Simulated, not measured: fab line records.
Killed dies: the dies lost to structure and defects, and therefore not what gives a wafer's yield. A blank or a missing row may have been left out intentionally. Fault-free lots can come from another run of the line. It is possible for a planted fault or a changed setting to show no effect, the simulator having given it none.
Which tool is to blame?	flow nand-harc	42 wafers from 14 lots sampled at 3 of the route's 1159 steps

## WHAT EACH GAUGE READ, for each wafer
NHARC_A_ONON_D1_THK_MEAS_30: measures by ellipsometry. Usual: thk-nm reads 997 nm (standard deviation 11).
lot	measured	on	thk-nm (nm)	flag
L852	day 8 08:15	film-metro-02	977 978 978	
L853	day 8 08:35	film-metro-01	985 983 985	
L855	day 8 22:38	film-metro-02	1005 1006 1009	
L856	day 9 06:21	film-metro-02	986 986 986	
L858	day 9 18:40	film-metro-02	999 1000 1000	
L859	day 9 18:49	film-metro-01	983 983 983	
L860	day 10 01:08	film-metro-01	1119 1119 1121	OFF
L857	day 10 01:16	film-metro-01	997 996 996	
L861	day 10 01:29	film-metro-01	1092 1091 1090	OFF
L864	day 11 01:13	film-metro-02	999 998 999	
L871	day 12 13:44	film-metro-02	994 996 996	
L872	day 12 23:56	film-metro-02	976 975 976	
L873	day 12 23:59	film-metro-01	1016 1017 1016	
L875	day 13 20:31	film-metro-02	1011 1011 1013	

NHARC_A_ONON_D1_INSPECT_32. Usual: raw-defect-count reads 75 (standard deviation 25).
lot	measured	on	raw-defect-count	flag
L852	day 8 08:48	defect-inspect-02	41 46 47	
L853	day 8 09:08	defect-inspect-01	80 76 73	
L855	day 8 23:10	defect-inspect-02	35 65 72	
L856	day 9 06:55	defect-inspect-01	76 69 103	
L858	day 9 19:14	defect-inspect-01	90 105 128	
L859	day 9 19:26	defect-inspect-01	75 27 108	
L860	day 10 01:40	defect-inspect-01	46 95 75	
L857	day 10 01:49	defect-inspect-01	34 38 81	
L861	day 10 02:07	defect-inspect-01	112 91 58	
L864	day 11 01:48	defect-inspect-02	64 36 82	
L871	day 12 14:16	defect-inspect-02	94 60 82	
L872	day 13 00:29	defect-inspect-02	41 54 111	
L873	day 13 00:31	defect-inspect-01	73 78 68	
L875	day 13 21:03	defect-inspect-01	82 46 133	

## WHICH TOOL RAN EACH LOT (tool, then ch and the chambers of the sampled wafers, then the start)
lot	NHARC_A_ONON_D1_DEP_28
L852	pecvd-onon-03 ch 0, day 8 07:44
L853	pecvd-onon-03 ch 0, day 8 08:05
L855	pecvd-onon-04 ch 0, day 8 22:10
L856	pecvd-onon-02 ch 0, day 9 05:53
L858	pecvd-onon-02 ch 0, day 9 18:10
L859	pecvd-onon-04 ch 0, day 9 18:18
L860	pecvd-onon-02 ch 0, day 10 00:41
L857	pecvd-onon-03 ch 0, day 10 00:46
L861	pecvd-onon-02 ch 0, day 10 00:59
L864	pecvd-onon-03 ch 0, day 11 00:42
L871	pecvd-onon-03 ch 0, day 12 13:13
L872	pecvd-onon-02 ch 0, day 12 23:26
L873	pecvd-onon-04 ch 0, day 12 23:32
L875	pecvd-onon-04 ch 0, day 13 20:04
- NHARC_A_ONON_D1_DEP_28: target thk 1000 nm.

## AS READ BY THE TOOLS THEMSELVES (means over the sampled wafers that have a number; for cases with no such wafer, the mark the record gives instead)
The record holds no such reading with a usual standard deviation.

## THE ANSWER, worked out from the rows above alone
Rule: take the mean of a lot's wafers that have a number; if it is more than 3 standard deviations from the usual mean, the lot is off. A lot without any number at a reading at which 4 lots or more have one is off too. All remaining lots with rows at the step are treated as sound. After the gauges, taken in route order, come the tools' own readings; for these a lot's mean is taken, as printed above. At the first step where some lot is off, the reading lying furthest off is the one used; lots without a number count as furthest.
Off: L860, L861 (NHARC_A_ONON_D1_THK_MEAS_30, thk-nm).
A tool fits if, at a process step before that reading, it ran every lot that is off, and no sound lot after the first of them. Those tools and the gauges at NHARC_A_ONON_D1_THK_MEAS_30 are tried in the same way. None of those tried fits.

## WHAT THE SIMULATOR HAD PUT IN
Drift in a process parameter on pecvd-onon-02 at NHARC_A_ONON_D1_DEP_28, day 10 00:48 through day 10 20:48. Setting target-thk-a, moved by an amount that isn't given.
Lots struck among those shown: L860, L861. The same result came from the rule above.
